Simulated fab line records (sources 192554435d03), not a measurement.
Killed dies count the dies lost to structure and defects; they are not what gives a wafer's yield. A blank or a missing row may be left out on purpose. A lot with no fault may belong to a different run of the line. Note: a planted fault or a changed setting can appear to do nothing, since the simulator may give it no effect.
What tool caused it? :: flow n5Finfet :: Sampling: 10 lots, 30 wafers, 5 of 1938 route steps

WHAT EACH GAUGE READ, for each wafer
N5_WELL_APT_CD_MEAS_08: the cd target is 200 nm. Usual: 200.7 nm for cdNm, sd 1.7.
lot: L157
measured: day 1 19:44
on: cdSem-02
cdNm (nm): 200.3 201.1 200.6
flag: 

lot: L161
measured: day 2 19:50
on: cdSem-03
cdNm (nm): 198.2 198.9 199.8
flag: 

lot: L163
measured: day 3 07:49
on: cdSem-01
cdNm (nm): 200.0 198.3 200.2
flag: 

lot: L168
measured: day 4 13:46
on: cdSem-03
cdNm (nm): 201.1 200.0 203.0
flag: 

lot: L172
measured: day 5 13:41
on: cdSem-02
cdNm (nm): 202.8 202.2 201.6
flag: 

lot: L173
measured: day 5 19:50
on: cdSem-01
cdNm (nm): 202.8 204.1 203.2
flag: 

lot: L174
measured: day 6 01:37
on: cdSem-03
cdNm (nm): 201.3 201.1 202.3
flag: 

lot: L176
measured: day 6 13:58
on: cdSem-02
cdNm (nm): 198.6 203.2 200.1
flag: 

lot: L178
measured: day 7 02:15
on: cdSem-01
cdNm (nm): 202.1 201.7 203.3
flag: 

lot: L179
measured: day 7 07:37
on: cdSem-01
cdNm (nm): 201.7 199.5 200.4
flag: 

N5_BEOL_M4_RC_MEAS_101. Usual: DIBL_N 36.0 mV/V, standard deviation 2; DIBL_P 36.2 mV/V, standard deviation 2.2; IOFF_N 0.16 nA/um, standard deviation 0.034; IOFF_P 0.21 nA/um, standard deviation 0.04; ION_N 675 uA/um, standard deviation 12; ION_P 463 uA/um, standard deviation 7.2; RS_NWELL 1037 ohm/sq, standard deviation 5.8; SS_N 71.6 mV/dec, standard deviation 0.6; SS_P 73.3 mV/dec, standard deviation 0.67; VT_N 250 mV, standard deviation 3; VT_P -251 mV, standard deviation 3.4.
lot: L157
measured: day 8 10:36
on: prober-01
DIBL_N (mV/V): 38.6 37.0 36.2
DIBL_P (mV/V): 39.1 37.7 36.8
IOFF_N (nA/um): 0.22 0.19 0.18
IOFF_P (nA/um): 0.26 0.24 0.22
ION_N (uA/um): 692 684 683
ION_P (uA/um): 468 467 464
RS_NWELL (ohm/sq): 1031 1031 1034
SS_N (mV/dec): 71.6 71.2 71.8
SS_P (mV/dec): 73.7 73.8 73.9
VT_N (mV): 248 246 245
VT_P (mV): -250 -248 -250
flag: 

lot: L161
measured: day 9 23:21
on: prober-02
DIBL_N (mV/V): 34.2 31.3 34.5
DIBL_P (mV/V): 32.2 29.9 33.6
IOFF_N (nA/um): 0.12 0.10 0.13
IOFF_P (nA/um): 0.14 0.12 0.16
ION_N (uA/um): 656 651 661
ION_P (uA/um): 450 447 454
RS_NWELL (ohm/sq): 1041 1027 1050
SS_N (mV/dec): 71.6 70.8 70.8
SS_P (mV/dec): 72.6 72.2 72.6
VT_N (mV): 253 254 250
VT_P (mV): -257 -256 -257
flag: 

lot: L163
measured: day 10 01:41
on: prober-01
DIBL_N (mV/V): 38.6 36.6 37.7
DIBL_P (mV/V): 39.9 37.6 38.0
IOFF_N (nA/um): 0.24 0.20 0.22
IOFF_P (nA/um): 0.29 0.25 0.26
ION_N (uA/um): 697 680 693
ION_P (uA/um): 474 462 470
RS_NWELL (ohm/sq): 1043 1047 1037
SS_N (mV/dec): 72.4 71.6 72.3
SS_P (mV/dec): 74.3 73.6 73.6
VT_N (mV): 242 245 245
VT_P (mV): -245 -248 -248
flag: 

lot: L168
measured: day 11 05:12
on: prober-01
DIBL_N (mV/V): 37.9 37.9 35.4
DIBL_P (mV/V): 39.9 39.9 36.6
IOFF_N (nA/um): 0.20 0.20 0.16
IOFF_P (nA/um): 0.28 0.29 0.24
ION_N (uA/um): 682 694 678
ION_P (uA/um): 468 481 470
RS_NWELL (ohm/sq): 1040 1037 1040
SS_N (mV/dec): 72.1 72.4 71.5
SS_P (mV/dec): 74.6 73.7 73.3
VT_N (mV): 244 245 248
VT_P (mV): -246 -246 -248
flag: 

lot: L172
measured: day 12 05:36
on: prober-01
DIBL_N (mV/V): 37.9 37.9 36.9
DIBL_P (mV/V): 38.1 37.8 36.9
IOFF_N (nA/um): 0.19 0.19 0.17
IOFF_P (nA/um): 0.26 0.26 0.23
ION_N (uA/um): 691 697 681
ION_P (uA/um): 474 472 464
RS_NWELL (ohm/sq): 1035 1042 1041
SS_N (mV/dec): 72.3 72.0 71.6
SS_P (mV/dec): 73.6 73.1 73.2
VT_N (mV): 248 245 248
VT_P (mV): -245 -245 -249
flag: 

lot: L173
measured: day 12 15:52
on: prober-02
DIBL_N (mV/V): 34.0 35.0 33.0
DIBL_P (mV/V): 35.0 35.1 33.5
IOFF_N (nA/um): 0.12 0.13 0.11
IOFF_P (nA/um): 0.19 0.19 0.17
ION_N (uA/um): 664 669 653
ION_P (uA/um): 466 453 459
RS_NWELL (ohm/sq): 1138 1136 1132
SS_N (mV/dec): 70.8 71.7 70.2
SS_P (mV/dec): 73.1 73.5 72.1
VT_N (mV): 256 253 256
VT_P (mV): -253 -253 -252
flag: OFF

lot: L174
measured: day 14 00:33
on: prober-01
DIBL_N (mV/V): 33.4 39.1 38.7
DIBL_P (mV/V): 32.6 40.0 39.9
IOFF_N (nA/um): 0.12 0.22 0.21
IOFF_P (nA/um): 0.18 0.32 0.30
ION_N (uA/um): 668 695 685
ION_P (uA/um): 465 480 468
RS_NWELL (ohm/sq): 1136 1142 1147
SS_N (mV/dec): 70.8 72.0 72.5
SS_P (mV/dec): 72.4 74.7 74.8
VT_N (mV): 254 245 247
VT_P (mV): -252 -243 -247
flag: OFF

lot: L176
measured: day 13 21:14
on: prober-02
DIBL_N (mV/V): 38.0 38.9 38.2
DIBL_P (mV/V): 38.2 39.1 38.4
IOFF_N (nA/um): 0.18 0.20 0.18
IOFF_P (nA/um): 0.23 0.27 0.23
ION_N (uA/um): 675 683 682
ION_P (uA/um): 462 470 469
RS_NWELL (ohm/sq): 1029 1025 1037
SS_N (mV/dec): 71.4 72.0 72.5
SS_P (mV/dec): 74.1 74.2 74.7
VT_N (mV): 250 248 248
VT_P (mV): -248 -247 -247
flag: 

lot: L178
measured: day 13 23:46
on: prober-01
DIBL_N (mV/V): 39.8 35.9 35.3
DIBL_P (mV/V): 39.3 36.6 35.1
IOFF_N (nA/um): 0.24 0.17 0.15
IOFF_P (nA/um): 0.29 0.23 0.21
ION_N (uA/um): 696 690 669
ION_P (uA/um): 470 464 467
RS_NWELL (ohm/sq): 1031 1038 1035
SS_N (mV/dec): 72.4 71.0 71.4
SS_P (mV/dec): 74.2 72.5 72.7
VT_N (mV): 243 247 251
VT_P (mV): -246 -247 -252
flag: 

lot: L179
measured: day 14 05:08
on: prober-01
DIBL_N (mV/V): 34.0 35.2 35.9
DIBL_P (mV/V): 33.6 34.5 34.8
IOFF_N (nA/um): 0.12 0.14 0.15
IOFF_P (nA/um): 0.18 0.19 0.19
ION_N (uA/um): 669 666 673
ION_P (uA/um): 459 456 456
RS_NWELL (ohm/sq): 1031 1036 1023
SS_N (mV/dec): 71.1 71.7 71.7
SS_P (mV/dec): 73.0 73.5 72.7
VT_N (mV): 253 252 250
VT_P (mV): -252 -254 -253
flag: 

EACH LOT AND THE TOOL THAT RAN IT (in order: tool; ch and the chambers of the sampled wafers; start)
lot: L157
N5_WELL_APT_IMPLANT_14: implanter-02 ch 0, day 1 19:56
N5_WELL_APT_RTA_34: rtpAnneal-01 ch 0, day 1 22:08
N5_PMOS_HMC_CHANNEL_EPI_DESCUM_14: rieDiel-05 ch 0,2, day 1 23:32

lot: L161
N5_WELL_APT_IMPLANT_14: implanter-02 ch 0, day 2 20:04
N5_WELL_APT_RTA_34: rtpAnneal-02 ch 0, day 2 22:20
N5_PMOS_HMC_CHANNEL_EPI_DESCUM_14: rieDiel-05 ch 0,2, day 3 00:16

lot: L163
N5_WELL_APT_IMPLANT_14: implanter-01 ch 0, day 3 08:01
N5_WELL_APT_RTA_34: rtpAnneal-02 ch 0, day 3 09:56
N5_PMOS_HMC_CHANNEL_EPI_DESCUM_14: rieDiel-05 ch 2,3, day 3 11:12

lot: L168
N5_WELL_APT_IMPLANT_14: implanter-02 ch 0, day 4 13:57
N5_WELL_APT_RTA_34: rtpAnneal-01 ch 0, day 4 16:04
N5_PMOS_HMC_CHANNEL_EPI_DESCUM_14: rieDiel-06 ch 1,2,3, day 4 17:47

lot: L172
N5_WELL_APT_IMPLANT_14: implanter-02 ch 0, day 5 14:26
N5_WELL_APT_RTA_34: rtpAnneal-02 ch 0, day 5 16:46
N5_PMOS_HMC_CHANNEL_EPI_DESCUM_14: rieDiel-05 ch 1,2,3, day 5 18:13

lot: L173
N5_WELL_APT_IMPLANT_14: implanter-02 ch 0, day 5 20:13
N5_WELL_APT_RTA_34: rtpAnneal-02 ch 0, day 5 22:01
N5_PMOS_HMC_CHANNEL_EPI_DESCUM_14: rieDiel-05 ch 0,1,2, day 5 23:25

lot: L174
N5_WELL_APT_IMPLANT_14: implanter-02 ch 0, day 6 03:08
N5_WELL_APT_RTA_34: rtpAnneal-02 ch 0, day 6 05:44
N5_PMOS_HMC_CHANNEL_EPI_DESCUM_14: rieDiel-03 ch 1,2, day 6 07:34

lot: L176
N5_WELL_APT_IMPLANT_14: implanter-01 ch 0, day 6 14:12
N5_WELL_APT_RTA_34: rtpAnneal-02 ch 0, day 6 15:58
N5_PMOS_HMC_CHANNEL_EPI_DESCUM_14: rieDiel-03 ch 0,1,2, day 6 17:13

lot: L178
N5_WELL_APT_IMPLANT_14: implanter-01 ch 0, day 7 02:28
N5_WELL_APT_RTA_34: rtpAnneal-01 ch 0, day 7 04:22
N5_PMOS_HMC_CHANNEL_EPI_DESCUM_14: rieDiel-06 ch 0,1,3, day 7 06:11

lot: L179
N5_WELL_APT_IMPLANT_14: implanter-01 ch 0, day 7 07:50
N5_WELL_APT_RTA_34: rtpAnneal-02 ch 0, day 7 10:22
N5_PMOS_HMC_CHANNEL_EPI_DESCUM_14: rieDiel-05 ch 1,2,3, day 7 11:57
- N5_WELL_APT_IMPLANT_14
- N5_WELL_APT_RTA_34: time 10 s.
- N5_PMOS_HMC_CHANNEL_EPI_DESCUM_14: chemistry O2, time 7.9 s.

AS READ BY THE TOOLS THEMSELVES (means over the sampled wafers that have a number; for cases with no such wafer, the mark the record gives instead)
N5_WELL_APT_IMPLANT_14. Usual: doseIonsCm2 1.5002e+13, standard deviation 1.6e+10; faradayCurrentUA 190, standard deviation 3.6.
lot: L157
tool: implanter-02
doseIonsCm2: 1.5016e+13
faradayCurrentUA: 186
flag: 

lot: L161
tool: implanter-02
doseIonsCm2: 1.5005e+13
faradayCurrentUA: 193
flag: 

lot: L163
tool: implanter-01
doseIonsCm2: 1.5020e+13
faradayCurrentUA: 191
flag: 

lot: L168
tool: implanter-02
doseIonsCm2: 1.5005e+13
faradayCurrentUA: 190
flag: 

lot: L172
tool: implanter-02
doseIonsCm2: 1.4966e+13
faradayCurrentUA: 194
flag: 

lot: L173
tool: implanter-02
doseIonsCm2: 1.2697e+13
faradayCurrentUA: 162
flag: OFF

lot: L174
tool: implanter-02
doseIonsCm2: 1.2698e+13
faradayCurrentUA: 158
flag: OFF

lot: L176
tool: implanter-01
doseIonsCm2: 1.4972e+13
faradayCurrentUA: 191
flag: 

lot: L178
tool: implanter-01
doseIonsCm2: 1.4997e+13
faradayCurrentUA: 192
flag: 

lot: L179
tool: implanter-01
doseIonsCm2: 1.5009e+13
faradayCurrentUA: 194
flag: 

N5_WELL_APT_RTA_34. Usual: lampPowerPct 13.01 %, standard deviation 0.051; wafer_temp_C_max 1003.7, standard deviation 1.1.
lot: L157
tool: rtpAnneal-01
lampPowerPct (%): 13.03
wafer_temp_C_max: 1003.1
flag: 

lot: L161
tool: rtpAnneal-02
lampPowerPct (%): 13.03
wafer_temp_C_max: 1003.6
flag: 

lot: L163
tool: rtpAnneal-02
lampPowerPct (%): 13.00
wafer_temp_C_max: 1004.5
flag: 

lot: L168
tool: rtpAnneal-01
lampPowerPct (%): 13.00
wafer_temp_C_max: 1004.3
flag: 

lot: L172
tool: rtpAnneal-02
lampPowerPct (%): 13.05
wafer_temp_C_max: 1004.4
flag: 

lot: L173
tool: rtpAnneal-02
lampPowerPct (%): 13.01
wafer_temp_C_max: 1002.9
flag: 

lot: L174
tool: rtpAnneal-02
lampPowerPct (%): 13.00
wafer_temp_C_max: 1004.8
flag: 

lot: L176
tool: rtpAnneal-02
lampPowerPct (%): 12.97
wafer_temp_C_max: 1002.3
flag: 

lot: L178
tool: rtpAnneal-01
lampPowerPct (%): 12.96
wafer_temp_C_max: 1002.9
flag: 

lot: L179
tool: rtpAnneal-02
lampPowerPct (%): 12.99
wafer_temp_C_max: 1004.7
flag: 

N5_PMOS_HMC_CHANNEL_EPI_DESCUM_14. Usual: drypumpMotorCurrentA 5.79 A, standard deviation 0.27; oesProductAu 0.80 a.u., standard deviation 0.095; rfVppV 243.7 V, standard deviation 1.3; showerheadPlenumPTorr 2.12 Torr, standard deviation 0.075; throttleValvePct 20.36 %, standard deviation 0.27.
lot: L157
tool: rieDiel-05
drypumpMotorCurrentA (A): 5.78
oesProductAu (a.u.): 0.72
rfVppV (V): 243.9
showerheadPlenumPTorr (Torr): 2.10
throttleValvePct (%): 20.23
flag: 

lot: L161
tool: rieDiel-05
drypumpMotorCurrentA (A): 5.78
oesProductAu (a.u.): 0.72
rfVppV (V): 242.6
showerheadPlenumPTorr (Torr): 2.09
throttleValvePct (%): 20.24
flag: 

lot: L163
tool: rieDiel-05
drypumpMotorCurrentA (A): 5.93
oesProductAu (a.u.): 0.71
rfVppV (V): 242.2
showerheadPlenumPTorr (Torr): 2.04
throttleValvePct (%): 20.52
flag: 

lot: L168
tool: rieDiel-06
drypumpMotorCurrentA (A): 5.70
oesProductAu (a.u.): 0.82
rfVppV (V): 243.8
showerheadPlenumPTorr (Torr): 2.11
throttleValvePct (%): 20.34
flag: 

lot: L172
tool: rieDiel-05
drypumpMotorCurrentA (A): 5.88
oesProductAu (a.u.): 0.81
rfVppV (V): 243.9
showerheadPlenumPTorr (Torr): 2.10
throttleValvePct (%): 20.54
flag: 

lot: L173
tool: rieDiel-05
drypumpMotorCurrentA (A): 5.88
oesProductAu (a.u.): 0.72
rfVppV (V): 243.0
showerheadPlenumPTorr (Torr): 2.10
throttleValvePct (%): 20.51
flag: 

lot: L174
tool: rieDiel-03
drypumpMotorCurrentA (A): 6.14
oesProductAu (a.u.): 0.80
rfVppV (V): 244.8
showerheadPlenumPTorr (Torr): 2.20
throttleValvePct (%): 20.09
flag: 

lot: L176
tool: rieDiel-03
drypumpMotorCurrentA (A): 5.88
oesProductAu (a.u.): 0.87
rfVppV (V): 245.5
showerheadPlenumPTorr (Torr): 2.19
throttleValvePct (%): 20.16
flag: 

lot: L178
tool: rieDiel-06
drypumpMotorCurrentA (A): 5.79
oesProductAu (a.u.): 0.79
rfVppV (V): 243.5
showerheadPlenumPTorr (Torr): 2.09
throttleValvePct (%): 20.29
flag: 

lot: L179
tool: rieDiel-05
drypumpMotorCurrentA (A): 5.86
oesProductAu (a.u.): 0.78
rfVppV (V): 243.9
showerheadPlenumPTorr (Torr): 2.09
throttleValvePct (%): 20.57
flag: 

THE ANSWER, worked out from the rows above alone
Rule: a lot is off if the mean of its wafers that have a number lies more than 3 standard deviations from the usual mean. A lot without any number at a reading at which 4 lots or more have one is off too. Where the step has rows for the other lots, those lots are counted as sound. After the gauges, taken in route order, come the tools' own readings; for these a lot's mean is taken, as printed above. The first step at which some lot is off is used, and at that step the reading that is off furthest; a lot without a number counts as furthest.
Off: L173, L174, at N5_BEOL_M4_RC_MEAS_101 (RS_NWELL).
A tool fits if, at a process step before that reading, it ran every lot that is off, and no sound lot after the first of them. Not tried: the gauges at N5_BEOL_M4_RC_MEAS_101; whatever is off there is also off at N5_WELL_APT_IMPLANT_14, on other tools, and gauge error can't account for it. One fits: implanter-02 at N5_WELL_APT_IMPLANT_14. A fault onset in the window from L172 (day 5 14:26, its last sound lot) to L173 (day 5 20:13, its first lot off) fits.
The tool's own readings at N5_WELL_APT_IMPLANT_14 bear it out: on the lots that are off they differ by more than 5 times the standard deviation of the sound lots' means. doseIonsCm2 reads 1.2698e+13 there against 1.4999e+13 on the sound lots; faradayCurrentUA reads 160 there against 191 on the sound lots.

WHAT HAD BEEN PUT IN BY THE SIMULATOR
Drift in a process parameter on implanter-02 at N5_WELL_APT_IMPLANT_14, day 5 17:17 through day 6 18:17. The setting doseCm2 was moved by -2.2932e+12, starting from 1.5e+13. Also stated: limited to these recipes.
Shown lots that were struck: L173, L174. The rule above found the same.
